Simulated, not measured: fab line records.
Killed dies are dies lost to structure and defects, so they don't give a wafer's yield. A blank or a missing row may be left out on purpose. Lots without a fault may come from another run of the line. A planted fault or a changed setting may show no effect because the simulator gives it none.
3 desks looking at one fault	flow nand harc	what lay behind the numbers comes last; until then each desk has only its own

== THE DEFECT DESK ==
Lot by lot, what the route's inspections counted, given as the mean of those sampled wafers with a number. If a lot's mean is further than 4 standard deviations from the usual mean, the lot is out of limits and carries the mark OUT (the distance appears in the brackets).
Columns: A = raw defect count at NHARC_P_STI_INSPECT_11, usual 6
lot	first seen here	A
L511	day 5 07:14	5
L513	day 6 02:08	7
L516	day 7 09:11	11
L518	day 8 07:54	6
L520	day 9 00:49	5
L528	day 12 11:48	4
This desk found nothing out of limits on any of the 6 lots.

== TOOL OWNER'S DESK, rie diel-04 ==
The tool's own readings at NHARC_P_STI_ETCH_31 (etches the open film in CF4/CHF3, target depth 108.9 nm, time 54.5 s): means of the sampled wafers that have a number, for each lot that ran on this tool. If a lot's mean is further than 4 standard deviations from the usual mean, the lot is out of limits and carries the mark OUT (the distance appears in the brackets).
Columns: A = drypump motor current A at NHARC_P_STI_ETCH_31, usual 5.9 A; B = oes product au at NHARC_P_STI_ETCH_31, usual 0.964 a.u.; C = rf fwd power W at NHARC_P_STI_ETCH_31, usual 494.7 W; D = rf vpp V at NHARC_P_STI_ETCH_31, usual 371.3 V; E = showerhead plenum p Torr at NHARC_P_STI_ETCH_31, usual 1.59 Torr; F = throttle valve pct at NHARC_P_STI_ETCH_31, usual 16.801 %
lot	first seen here	A	B	C	D	E	F
L513	day 6 02:27	6.3	0.962	493.8	371.8	1.63	16.800
L516	day 7 09:30	6.4	0.959	495.6	373.8	1.66	16.783
L520	day 9 01:09	6.5	0.982	495.0	374.4	1.66	16.805
This desk found nothing out of limits on any of the 3 lots.

== FROM THE METROLOGY DESK ==
Lot by lot, what the gauges showed, no matter which tool ran the lot: averages of those sampled wafers that carry a number. If a lot's mean is further than 4 standard deviations from the usual mean, the lot is out of limits and carries the mark OUT (the distance appears in the brackets). Of its 8 readings 7 are shown: those that lie furthest out on some lot.
Columns: A = cd nm at NHARC_P_STI_CD_MEAS_09, usual 200.9 nm; B = overlay y nm at NHARC_P_STI_OVL_MEAS_10, usual 2 nm; C = cd nm at NHARC_P_STI_CD_MEAS_16, usual 201 nm; D = trench depth nm at NHARC_P_STI_OCD_MEAS_17, usual 299 nm; E = trench foot cd nm at NHARC_P_STI_OCD_MEAS_17, usual 159 nm; F = trench depth nm at NHARC_P_STI_OCD_MEAS_43, usual 299 nm; G = trench foot cd nm at NHARC_P_STI_OCD_MEAS_43, usual 159 nm
lot	first seen here	A	B	C	D	E	F	G
L511	day 5 07:07	200.2	6	200	295	159	295	159
L513	day 6 02:01	203.1	-15	204	297	161	297	162
L516	day 7 09:04	206.7	0	204	292	166	292	166
L518	day 8 07:46	200.5	0	199	301	159	301	159
L520	day 9 00:43	202.9	6	201	295	162	295	162
L528	day 12 11:40	203.2	19	204	303	160	303	160
This desk found nothing out of limits on any of the 6 lots.

== ALL TOGETHER ==
Nothing the defect desk looked at was out of limits.
The desk of the tool owner found nothing out of limits.
At the metrology desk, nothing out of limits was observed.

== WHAT THE SIMULATOR HAD INSERTED ==
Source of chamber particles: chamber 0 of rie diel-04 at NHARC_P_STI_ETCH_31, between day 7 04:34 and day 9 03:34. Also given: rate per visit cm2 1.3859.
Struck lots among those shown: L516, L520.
